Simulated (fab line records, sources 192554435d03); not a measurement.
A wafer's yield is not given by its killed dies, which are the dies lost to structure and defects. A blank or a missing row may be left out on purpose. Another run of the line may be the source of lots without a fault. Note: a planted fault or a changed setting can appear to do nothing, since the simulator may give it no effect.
Lot-split experiment    flow n5_finfet    21 wafers read from 7 lots, route of 1938 steps

== THE SPLIT ITSELF ==
At N5_BEOL_M5_COAT_74 (time 60 s, resist thk 5 nm), the setting spin_rpm was moved away from the recipe's 1500 rpm on 11 of the 21 wafers read, by -8.9% to +7.6%. All remaining wafers had this setting at the recipe value.

== FROM THE SPLIT TO THE READING: what the file shows between them, 3 steps ==
- N5_BEOL_M5_COAT_22: resist thk 30 nm
- N5_BEOL_M5_EBR_24
- N5_BEOL_M5_DESCUM_33: chemistry O2, time 7 s

== THE READING ==
etch.depth_nm (the simulator's own value, which no gauge read), in nm, at N5_BEOL_M5_ETCH_75 (etches underlayer in N2/H2, target depth 6.5 nm, time 5.2 s). There is no usual value for it anywhere in the file. Average 5.014 nm, standard deviation 0.0087 nm, over the 10 wafers here run with the recipe.

wafer   tool, chamber at the split  spin_rpm as run, rpm  against the recipe  etch.depth_nm, nm  against lot-mates on the recipe
L075.2  litho_track-01, 0           1438                  -4.1%               5.116              +0.096
L075.4  litho_track-01, 0           1438                  -4.1%               5.14               +0.120
L075.6  litho_track-01, 0           1500                  recipe              5.02               -
L076.2  litho_track-01, 0           1559                  +3.9%               4.92               -0.085
L076.4  litho_track-01, 0           1559                  +3.9%               4.91               -0.095
L076.6  litho_track-01, 0           1500                  recipe              5.005              -
L079.1  litho_track-04, 0           1614                  +7.6%               4.834              -0.175
L079.4  litho_track-04, 0           1614                  +7.6%               4.836              -0.173
L079.6  litho_track-04, 0           1500                  recipe              5.009              -
L083.2  litho_track-01, 0           1500                  recipe              5.004              -
L083.4  litho_track-01, 0           1500                  recipe              5.003              -
L083.5  litho_track-01, 0           1396                  -6.9%               5.197              +0.194
L087.1  litho_track-04, 0           1388                  -7.5%               5.195              +0.184
L087.5  litho_track-04, 0           1500                  recipe              5.011              -
L087.6  litho_track-04, 0           1388                  -7.5%               5.194              +0.183
L092.1  litho_track-01, 0           1367                  -8.9%               5.227              +0.211
L092.5  litho_track-01, 0           1367                  -8.9%               5.239              +0.223
L092.6  litho_track-01, 0           1500                  recipe              5.016              -
L096.2  litho_track-01, 0           1500                  recipe              5.018              -
L096.3  litho_track-01, 0           1500                  recipe              5.017              -
L096.4  litho_track-01, 0           1500                  recipe              5.033              -

THE FIT
A straight line over all 21 wafers: etch.depth_nm changes by -0.0246 nm for each +1% of spin_rpm; r = -1.00; the points scatter about the line by 0.0095 nm.
The same after taking each lot's own level away (the mean of its wafers on the recipe; 21 wafers): -0.0243 nm for each +1%; r = -1.00; scatter 0.0083 nm.
That fit puts the effect of the largest move of spin_rpm on the reading at 0.22 nm.
Measured against the standard deviation above, the lots' own levels, which go from 5.0035 to 5.0227 nm, span 2.2 times it.
Consequently the slope shifts little with the lot-to-lot level, the two slopes agreeing.
Check: for one of the wafers moved furthest among these (-8.9%), held out of the fit, the line's prediction against its lot-mates is +0.221 nm. Against them it came out at +0.211 nm.

== OTHER SPLITS APPLIED TO THESE WAFERS ==
Other splits were also applied to these wafers ahead of the reading. Each is held against what the fit with the lots' levels taken away leaves over:
other split on the same wafers  wafers away from the commonest value  r with etch.depth_nm (lot level and that fit taken away)
N5_BEOL_M4_COAT_22 spin_rpm     10                                    -0.12
N5_BEOL_M5_COAT_66 spin_rpm     2                                     +0.40

== FILE'S OWN FIT ==
etch.depth_nm changes by -0.0248 nm for each +1% of spin_rpm, r = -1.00.
